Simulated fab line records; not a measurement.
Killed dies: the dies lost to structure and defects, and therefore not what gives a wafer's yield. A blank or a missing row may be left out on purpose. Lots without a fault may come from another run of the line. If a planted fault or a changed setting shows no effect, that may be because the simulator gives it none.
Chamber matching | flow n5Finfet | N5_BEOL_M12_ETCH_67 on rieDiel-02: 4 sister chambers
The step etches SiARC in CF4, target depth 143 nm, time 238.3 s. 4 wafers are shown with their chamber, then 9 later ones without.

WAFERS WITH THEIR CHAMBER
wafer  | chamber | showerheadPlenumPTorr (Torr)
L081.1 | 3       | 2.18
L084.5 | 0       | 2.03
L090.2 | 2       | 2.19
L090.4 | 1       | 2.17

WAFERS WHOSE CHAMBER IS MISSING
wafer  | showerheadPlenumPTorr (Torr)
L092.2 | 2.02
L092.5 | 2.02
L092.6 | 2.17
L094.4 | 2.17
L094.5 | 2.02
L094.6 | 2.17
L095.2 | 2.17
L095.4 | 2.02
L095.5 | 2.17

WHICH CHAMBER EACH WENT THROUGH
wafer  | from the rows above     | in truth
L092.2 | 0                       | 0
L092.5 | 0                       | 0
L092.6 | can't be placed: 1 or 3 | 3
L094.4 | can't be placed: 1 or 3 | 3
L094.5 | 0                       | 0
L094.6 | can't be placed: 1 or 3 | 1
L095.2 | can't be placed: 1 or 3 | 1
L095.4 | 0                       | 0
L095.5 | can't be placed: 1 or 3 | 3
Correctly placed: 4 of 9. Unplaceable from these rows: 5, with the true chamber sitting among the candidates in 5. Wrongly placed: 0.
How it was worked out, from the rows above alone: a wafer's distance from a chamber is the root of the sum, over the readings, of the square of ((its reading less the chamber's mean) divided by the reading's scatter). If the next closest chamber is less than 2 further off than the closest, the wafer can't be placed; otherwise it belongs to the closest. A chamber's mean is the mean of its shown wafers. The scatter: root of mean squared gap, hidden wafer to nearest shown wafer, with one shown wafer a chamber.
